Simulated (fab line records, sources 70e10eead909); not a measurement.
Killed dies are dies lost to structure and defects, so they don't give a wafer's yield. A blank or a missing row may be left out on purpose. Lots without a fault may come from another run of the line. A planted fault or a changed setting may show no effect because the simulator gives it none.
Which tool did it? | flow nand_harc | 6 lots, 17 wafers sampled, at 5 steps of a route of 1302

WHAT THE GAUGES READ, wafer by wafer
NHARC_END_SORT_01.
lot  | measured     | on        | killed_at_array
L405 | day 28 02:46 | prober-02 | 400 361

WHICH TOOL RAN EACH LOT (tool, then ch and the chambers of the sampled wafers, then the start)
lot  | NHARC_A_STAIRCASE_TRIM_222                    | NHARC_A_STAIRCASE_TRIM_224         | NHARC_A_STAIRCASE_ETCH_225                  | NHARC_A_STAIRCASE_TRIM_226
L405 | rie_diel-07 ch 0,2, day 19 13:57 or earlier   | rie_diel-07 ch 1,3, day 19 13:57   | rie_diel-07 ch 1,3, day 28 02:46 or earlier | rie_diel-07 ch 1,3, day 28 02:46 or earlier
L408 | rie_diel-01 ch 1,2,3, day 20 20:17 or earlier | rie_diel-01 ch 0,2,3, day 20 20:17 | rie_diel-01 ch 0,1,3, no start              | rie_diel-01 ch 0,1,2, no start
L412 | rie_diel-01 ch 0,1,2, day 22 21:26 or earlier | rie_diel-01 ch 1,2,3, day 22 21:26 | rie_diel-01 ch 1,2,3, no start              | rie_diel-01 ch 0,1,3, no start
L413 | rie_diel-06 ch 0,1,2, day 23 04:44 or earlier | rie_diel-06 ch 0,2,3, day 23 04:44 | rie_diel-06 ch 1,3, no start                | rie_diel-06 ch 0,2, no start
L415 | rie_diel-07 ch 1,3, day 23 19:59 or earlier   | rie_diel-07 ch 2,3, day 23 19:59   | rie_diel-07 ch 0,1, no start                | rie_diel-07 ch 1,2,3, no start
L419 | rie_diel-01 ch 1,3, day 25 19:31 or earlier   | rie_diel-01 ch 1,2, day 25 19:31   | rie_diel-01 ch 0,1,3, no start              | rie_diel-01 ch 1,2,3, no start
- NHARC_A_STAIRCASE_TRIM_222: chemistry O2, time 211.2 s.
- NHARC_A_STAIRCASE_TRIM_224: chemistry O2, time 211.2 s.
- NHARC_A_STAIRCASE_ETCH_225: etches the open film in C4F8/O2, target depth 100 nm, time 40.5 s.
- NHARC_A_STAIRCASE_TRIM_226: chemistry O2, time 211.2 s.

THE ANSWER, worked out from the rows above alone
Rule: what is usual is taken from the lots themselves. Put in order of their means at a reading, lots are off if they are a third of the lots or fewer, leave a main group of 4 or more, and stand apart from it by a gap of 3 or more times the standard deviation of the main group's means; of several such gaps the widest counts. A main group whose means are all the same, to the digits that the tables above print for the reading, isn't used. A lot without any number at a reading at which 4 lots or more have one is off too. The other lots that the step has rows for count as sound.
No lot is off at any reading shown: from this, nothing can be told.

WHAT THE SIMULATOR HAD PUT IN
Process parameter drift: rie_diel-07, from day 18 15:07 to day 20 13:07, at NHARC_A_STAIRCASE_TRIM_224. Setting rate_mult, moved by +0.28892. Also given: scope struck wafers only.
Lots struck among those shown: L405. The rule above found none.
